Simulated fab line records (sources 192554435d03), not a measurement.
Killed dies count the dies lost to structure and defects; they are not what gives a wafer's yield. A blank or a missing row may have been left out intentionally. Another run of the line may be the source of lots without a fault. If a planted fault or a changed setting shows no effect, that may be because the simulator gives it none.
Problem report, 8D (eight disciplines) form, completed by code || flow n5Finfet || the parts of the form that need people (team, actions taken, sign-off) are left out

## 1. WHAT IS WRONG
Mean M14_ILD_THK at N5_BEOL_M14_THK_MEAS_01: 1284 nm over 2 wafers in 2 lots; fault-free wafers: 1122 nm, standard deviation 14. Relative to the usual mean, that is a shift of +12 standard deviations.
First observed at day 14 22:11: wafer L137.3, on filmMetro-02. At this step, 27 wafers from 10 lots have a number in the record. The rule behind "out" and "out of limits": a value lying over 4 standard deviations away from the usual mean. The rest of the wafers with a number are treated as sound.

## 2. WHAT THIS IS AND IS NOT
{"question": "which readings at this step", "is": "M14_ILD_THK", "is not": "-"}
{"question": "which lots", "is": "L137, L139", "is not": "L130, L132, L133, L135, L136, L147, L149, L150"}
{"question": "which wafers of those lots", "is": "L137.3, L139.3", "is not": "L137.5, L137.6, L139.2, L139.5"}
{"question": "read on which gauges", "is": "filmMetro-02", "is not": "filmMetro-01"}
{"question": "when", "is": "from day 14 22:11", "is not": "up to then (15 sound wafers); but 10 sound wafers of L139, L147, L149, L150 came after"}

## 3. THE SUSPECTS, EACH WITH WHAT RULES IT OUT
Counting: any tool at a process step up to the reading remains a suspect provided it ran every lot that is out. Sound lots after the first of them don't rule it out here, since some wafers of a struck lot are sound.
- the gauge at N5_BEOL_M14_THK_MEAS_01: ruled out. All the wafers that are out were read on filmMetro-02, but those of them that N5_BEOL_M14_ILD_DEP_00 has rows for are out there too, on other tools.
- rieDiel-02 at N5_BEOL_M13_ETCH_68 (etches SOC in N2/H2, time 355 s): kept. Every lot that is out went through it, the first being L137 (day 14 18:01); the last sound lot it ran before that was L135 (day 13 07:49).
- pecvd-04 at N5_BEOL_M14_ILD_DEP_00 (deposits SiO2 from TEOS/O2, target thk 1119.3 nm, time 237.4 s): kept. Every lot that is out went through it, the first being L137 (day 14 22:00); the last sound lot it ran before that was L135 (day 13 13:44). Its own runLengthS readings are out on those wafers.
- At N5_BEOL_M14_ILD_DEP_00, inside pecvd-04: chamber 0 took the wafers that are out, while their sound lot-mates went through chambers 1, 2.
What counting leaves: rieDiel-02 at N5_BEOL_M13_ETCH_68 and pecvd-04 at N5_BEOL_M14_ILD_DEP_00.

## 4. THE CAUSE (what the simulator had put in)
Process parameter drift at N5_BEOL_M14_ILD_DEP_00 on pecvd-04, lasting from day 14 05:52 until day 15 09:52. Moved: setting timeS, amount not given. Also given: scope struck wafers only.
2 suspects survive the count, and this tool is in that group.

## 5. THE EFFECT CHAIN, in route order
Rows list readings where the struck wafers' mean (over those with a number) sits beyond 3 standard deviations from the usual. Readings are gone through only where the record gives a usual standard deviation; hours: the median, over the lots, of the time from a lot's start at the first step in this table giving one to that lot's start at this step; sigmas: the change measured in usual standard deviations.
{"hours": 0, "step": "N5_BEOL_M14_ILD_DEP_00", "reading": "runLengthS", "usual": "280.3 s", "on struck wafers": 315.6, "change": "+35.2", "sigmas": "+46"}
{"hours": 0, "step": "N5_BEOL_M14_THK_MEAS_01", "reading": "M14_ILD_THK", "usual": "1122 nm", "on struck wafers": 1284, "change": "+162", "sigmas": "+12"}
Its process steps:
- N5_BEOL_M14_ILD_DEP_00: deposits SiO2 from TEOS/O2, target thk 1119.3 nm, time 237.4 s.

## 6. HOW IT WOULD HAVE BEEN CAUGHT EARLIER
In this record the first reading out of limits at a measuring or inspecting step was taken at day 14 22:11, 16 hours after the fault began at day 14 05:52.
The tool's own readings at N5_BEOL_M14_ILD_DEP_00 were out on every struck wafer that the step has a row for (runLengthS): an alarm limit on them would have fired on the first of those.
Of the lots that are out (2), L139 began N5_BEOL_M14_ILD_DEP_00 on pecvd-04 after day 14 22:11. Had the tool been put on hold then, it would have been spared.
